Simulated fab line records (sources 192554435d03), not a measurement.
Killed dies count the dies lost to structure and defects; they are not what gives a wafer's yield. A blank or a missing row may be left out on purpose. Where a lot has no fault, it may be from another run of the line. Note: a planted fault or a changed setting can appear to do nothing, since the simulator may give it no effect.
Lot-split experiment || flow n5-finfet || 39 wafers read across 7 lots, on a route 1938 steps long

THE SPLIT
At N5_DUMMY_GATE_EXPOSE_12 (exposes mask GATE, target cd 25 nm), the setting dose-mj was moved away from the recipe's 34 on 18 of the 39 wafers read, by -7.4% to +4.7%. The other wafers ran this setting at the recipe's value.

FROM THE SPLIT TO THE READING: what the file shows between them, 14 steps
- N5_DUMMY_GATE_PEB_13: peb time 60 s
- N5_DUMMY_GATE_DEVELOP_14: develop time 30 s
- N5_DUMMY_GATE_CD_MEAS_15: target cd 25.8 nm
- N5_DUMMY_GATE_STRIP_38: strips in N2/H2
- N5_DUMMY_GATE_STRIP_39: strips in N2/H2
- N5_DUMMY_GATE_TRIM_49: chemistry O2, time 29 s, target cd 14 nm
- N5_DUMMY_GATE_STRIP_40: strips in CF4
- N5_DUMMY_GATE_CD_MEAS_50: target cd 14 nm
- N5_DUMMY_GATE_ETCH_31: etches SiO2 in C4F6/O2, target depth 82.5 nm, time 27.5 s (also split here: target-depth-a)
- N5_DUMMY_GATE_STRIP_41: strips in O2
- N5_DUMMY_GATE_HM_OPEN_21: chemistry CH3F/O2, target SiNx, target depth 120 nm, time 171.4 s
- N5_DUMMY_GATE_ETCH_32: etches SiO2 in CF4, target depth 3.5 nm, time 3.9 s
- N5_DUMMY_GATE_ETCH_23: etches poly-Si in HBr/Cl2/O2, target depth 41 nm, time 22.3 s
- N5_DUMMY_GATE_ETCH_44: etches poly-Si in HBr/O2, stops on SiO2, target depth 127.5 nm

THE READING
cd-nm at N5_DUMMY_GATE_CD_MEAS_24, given in nm (cd target 15 nm). A value of 15.0 nm with a standard deviation of 0.36 nm is what fault-free wafers of this fab line usually give.

{"wafer": "L075.1", "tool, chamber at the split": "euv-scanner-02, 0", "dose-mj as run": 34, "against the recipe": "recipe", "cd-nm, nm": 14.4, "against lot-mates on the recipe": "-"}
{"wafer": "L075.2", "tool, chamber at the split": "euv-scanner-02, 0", "dose-mj as run": 34, "against the recipe": "recipe", "cd-nm, nm": 14.5, "against lot-mates on the recipe": "-"}
{"wafer": "L075.3", "tool, chamber at the split": "euv-scanner-02, 0", "dose-mj as run": 34, "against the recipe": "recipe", "cd-nm, nm": 15.1, "against lot-mates on the recipe": "-"}
{"wafer": "L075.4", "tool, chamber at the split": "euv-scanner-02, 0", "dose-mj as run": 35.48, "against the recipe": "+4.4%", "cd-nm, nm": 13.8, "against lot-mates on the recipe": -0.9}
{"wafer": "L075.5", "tool, chamber at the split": "euv-scanner-02, 0", "dose-mj as run": 35.48, "against the recipe": "+4.4%", "cd-nm, nm": 14.0, "against lot-mates on the recipe": -0.7}
{"wafer": "L075.6", "tool, chamber at the split": "euv-scanner-02, 0", "dose-mj as run": 35.48, "against the recipe": "+4.4%", "cd-nm, nm": 13.7, "against lot-mates on the recipe": -1.0}
{"wafer": "L076.1", "tool, chamber at the split": "euv-scanner-01, 0", "dose-mj as run": 34, "against the recipe": "recipe", "cd-nm, nm": 14.6, "against lot-mates on the recipe": "-"}
{"wafer": "L076.2", "tool, chamber at the split": "euv-scanner-01, 0", "dose-mj as run": 34, "against the recipe": "recipe", "cd-nm, nm": 15.1, "against lot-mates on the recipe": "-"}
{"wafer": "L076.3", "tool, chamber at the split": "euv-scanner-01, 0", "dose-mj as run": 35.05, "against the recipe": "+3.1%", "cd-nm, nm": 14.8, "against lot-mates on the recipe": -0.2}
{"wafer": "L076.4", "tool, chamber at the split": "euv-scanner-01, 0", "dose-mj as run": 34, "against the recipe": "recipe", "cd-nm, nm": 15.4, "against lot-mates on the recipe": "-"}
{"wafer": "L076.5", "tool, chamber at the split": "euv-scanner-01, 0", "dose-mj as run": 35.05, "against the recipe": "+3.1%", "cd-nm, nm": 14.2, "against lot-mates on the recipe": -0.8}
{"wafer": "L076.6", "tool, chamber at the split": "euv-scanner-01, 0", "dose-mj as run": 35.05, "against the recipe": "+3.1%", "cd-nm, nm": 14.5, "against lot-mates on the recipe": -0.5}
{"wafer": "L081.2", "tool, chamber at the split": "euv-scanner-02, 0", "dose-mj as run": 34, "against the recipe": "recipe", "cd-nm, nm": 14.9, "against lot-mates on the recipe": "-"}
{"wafer": "L081.3", "tool, chamber at the split": "euv-scanner-02, 0", "dose-mj as run": 34, "against the recipe": "recipe", "cd-nm, nm": 15.0, "against lot-mates on the recipe": "-"}
{"wafer": "L081.5", "tool, chamber at the split": "euv-scanner-02, 0", "dose-mj as run": 34, "against the recipe": "recipe", "cd-nm, nm": 14.2, "against lot-mates on the recipe": "-"}
{"wafer": "L085.1", "tool, chamber at the split": "euv-scanner-01, 0", "dose-mj as run": 34.93, "against the recipe": "+2.7%", "cd-nm, nm": 14.6, "against lot-mates on the recipe": -0.2}
{"wafer": "L085.2", "tool, chamber at the split": "euv-scanner-01, 0", "dose-mj as run": 34, "against the recipe": "recipe", "cd-nm, nm": 14.9, "against lot-mates on the recipe": "-"}
{"wafer": "L085.3", "tool, chamber at the split": "euv-scanner-01, 0", "dose-mj as run": 34, "against the recipe": "recipe", "cd-nm, nm": 14.8, "against lot-mates on the recipe": "-"}
{"wafer": "L085.4", "tool, chamber at the split": "euv-scanner-01, 0", "dose-mj as run": 34.93, "against the recipe": "+2.7%", "cd-nm, nm": 14.4, "against lot-mates on the recipe": -0.4}
{"wafer": "L085.5", "tool, chamber at the split": "euv-scanner-01, 0", "dose-mj as run": 34, "against the recipe": "recipe", "cd-nm, nm": 14.7, "against lot-mates on the recipe": "-"}
{"wafer": "L085.6", "tool, chamber at the split": "euv-scanner-01, 0", "dose-mj as run": 34.93, "against the recipe": "+2.7%", "cd-nm, nm": 14.1, "against lot-mates on the recipe": -0.7}
{"wafer": "L089.1", "tool, chamber at the split": "euv-scanner-01, 0", "dose-mj as run": 35.29, "against the recipe": "+3.8%", "cd-nm, nm": 14.6, "against lot-mates on the recipe": -1.2}
{"wafer": "L089.2", "tool, chamber at the split": "euv-scanner-01, 0", "dose-mj as run": 34, "against the recipe": "recipe", "cd-nm, nm": 15.6, "against lot-mates on the recipe": "-"}
{"wafer": "L089.3", "tool, chamber at the split": "euv-scanner-01, 0", "dose-mj as run": 35.29, "against the recipe": "+3.8%", "cd-nm, nm": 14.4, "against lot-mates on the recipe": -1.4}
{"wafer": "L089.4", "tool, chamber at the split": "euv-scanner-01, 0", "dose-mj as run": 34, "against the recipe": "recipe", "cd-nm, nm": 16.0, "against lot-mates on the recipe": "-"}
{"wafer": "L089.5", "tool, chamber at the split": "euv-scanner-01, 0", "dose-mj as run": 35.29, "against the recipe": "+3.8%", "cd-nm, nm": 14.5, "against lot-mates on the recipe": -1.3}
{"wafer": "L089.6", "tool, chamber at the split": "euv-scanner-01, 0", "dose-mj as run": 34, "against the recipe": "recipe", "cd-nm, nm": 15.8, "against lot-mates on the recipe": "-"}
{"wafer": "L092.1", "tool, chamber at the split": "euv-scanner-02, 0", "dose-mj as run": 34, "against the recipe": "recipe", "cd-nm, nm": 14.9, "against lot-mates on the recipe": "-"}
{"wafer": "L092.2", "tool, chamber at the split": "euv-scanner-02, 0", "dose-mj as run": 34, "against the recipe": "recipe", "cd-nm, nm": 14.8, "against lot-mates on the recipe": "-"}
{"wafer": "L092.3", "tool, chamber at the split": "euv-scanner-02, 0", "dose-mj as run": 35.61, "against the recipe": "+4.7%", "cd-nm, nm": 14.7, "against lot-mates on the recipe": -0.4}
{"wafer": "L092.4", "tool, chamber at the split": "euv-scanner-02, 0", "dose-mj as run": 35.61, "against the recipe": "+4.7%", "cd-nm, nm": 14.5, "against lot-mates on the recipe": -0.6}
{"wafer": "L092.5", "tool, chamber at the split": "euv-scanner-02, 0", "dose-mj as run": 34, "against the recipe": "recipe", "cd-nm, nm": 15.6, "against lot-mates on the recipe": "-"}
{"wafer": "L092.6", "tool, chamber at the split": "euv-scanner-02, 0", "dose-mj as run": 35.61, "against the recipe": "+4.7%", "cd-nm, nm": 14.2, "against lot-mates on the recipe": -0.9}
{"wafer": "L093.1", "tool, chamber at the split": "euv-scanner-01, 0", "dose-mj as run": 34, "against the recipe": "recipe", "cd-nm, nm": 14.9, "against lot-mates on the recipe": "-"}
{"wafer": "L093.2", "tool, chamber at the split": "euv-scanner-01, 0", "dose-mj as run": 34, "against the recipe": "recipe", "cd-nm, nm": 14.8, "against lot-mates on the recipe": "-"}
{"wafer": "L093.3", "tool, chamber at the split": "euv-scanner-01, 0", "dose-mj as run": 34, "against the recipe": "recipe", "cd-nm, nm": 14.8, "against lot-mates on the recipe": "-"}
{"wafer": "L093.4", "tool, chamber at the split": "euv-scanner-01, 0", "dose-mj as run": 31.49, "against the recipe": "-7.4%", "cd-nm, nm": 16.3, "against lot-mates on the recipe": "+1.5"}
{"wafer": "L093.5", "tool, chamber at the split": "euv-scanner-01, 0", "dose-mj as run": 31.49, "against the recipe": "-7.4%", "cd-nm, nm": 16.2, "against lot-mates on the recipe": "+1.4"}
{"wafer": "L093.6", "tool, chamber at the split": "euv-scanner-01, 0", "dose-mj as run": 31.49, "against the recipe": "-7.4%", "cd-nm, nm": 16.4, "against lot-mates on the recipe": "+1.6"}

THE FIT
A straight line over all 39 wafers: cd-nm changes by -0.175 nm for each +1% of dose-mj; r = -0.81; the points scatter about the line by 0.39 nm.
The same after taking each lot's own level away (the mean of its wafers on the recipe; 39 wafers): -0.198 nm for each +1%; r = -0.90; scatter 0.3 nm.
According to that fit, moving dose-mj by its largest amount changes the reading by 1.5 nm.
Measured against the standard deviation above, the lots' own levels, which go from 14.67 to 15.80 nm, span 3.1 times it.
In other words, the slope is changed by the lot-to-lot level; the two fits disagree.
Check: +1.46 nm against its lot-mates is what the line predicts for one of the wafers moved furthest among these (-7.4%) when that wafer is left out of the fit. Against them it came out at +1.47 nm.

ADDITIONAL SPLITS CARRIED BY THESE WAFERS
Note: prior to the reading, these wafers also went through further splits. Each is held against what the fit with the lots' levels taken away leaves over:
{"other split on the same wafers": "N5_DUMMY_GATE_ETCH_31 target-depth-a", "wafers away from the commonest value": 15, "r with cd-nm (lot level and that fit taken away)": -0.24}

THE WHOLE CHAIN: every reading that the file lists as answering this split, in the file's order
{"step": "N5_DUMMY_GATE_CD_MEAS_15", "what it does": "target cd 25.8 nm", "reading": "cd-nm", "change (the file's fit)": "-0.166 nm for each +1% of the setting", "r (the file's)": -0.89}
{"step": "N5_DUMMY_GATE_TRIM_49", "what it does": "chemistry O2, time 29 s, target cd 14 nm", "reading": "DUMMY_GATE.cd-nm (the simulator's own value, which no gauge read)", "change (the file's fit)": "-0.23 nm for each +1% of the setting", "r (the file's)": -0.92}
{"step": "N5_DUMMY_GATE_CD_MEAS_50", "what it does": "target cd 14 nm", "reading": "cd-nm", "change (the file's fit)": "-0.247 nm for each +1% of the setting", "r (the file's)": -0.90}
{"step": "N5_DUMMY_GATE_ETCH_44", "what it does": "etches poly-Si in HBr/O2, stops on SiO2, target depth 127.5 nm", "reading": "DUMMY_GATE.cd-nm (the simulator's own value, which no gauge read)", "change (the file's fit)": "-0.203 nm for each +1% of the setting", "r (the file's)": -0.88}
{"step": "N5_DUMMY_GATE_CD_MEAS_24", "what it does": "target cd 15 nm", "reading": "cd-nm", "change (the file's fit)": "-0.197 nm for each +1% of the setting", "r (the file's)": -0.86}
{"step": "N5_DUMMY_GATE_ETCH_42", "what it does": "etches SiO2 in CHF3/O2, target depth 3.5 nm, time 31 s", "reading": "DUMMY_GATE.cd-nm (the simulator's own value, which no gauge read)", "change (the file's fit)": "-0.213 nm for each +1% of the setting", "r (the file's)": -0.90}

FILE'S OWN FIT
cd-nm changes by -0.197 nm for each +1% of dose-mj, r = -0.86.
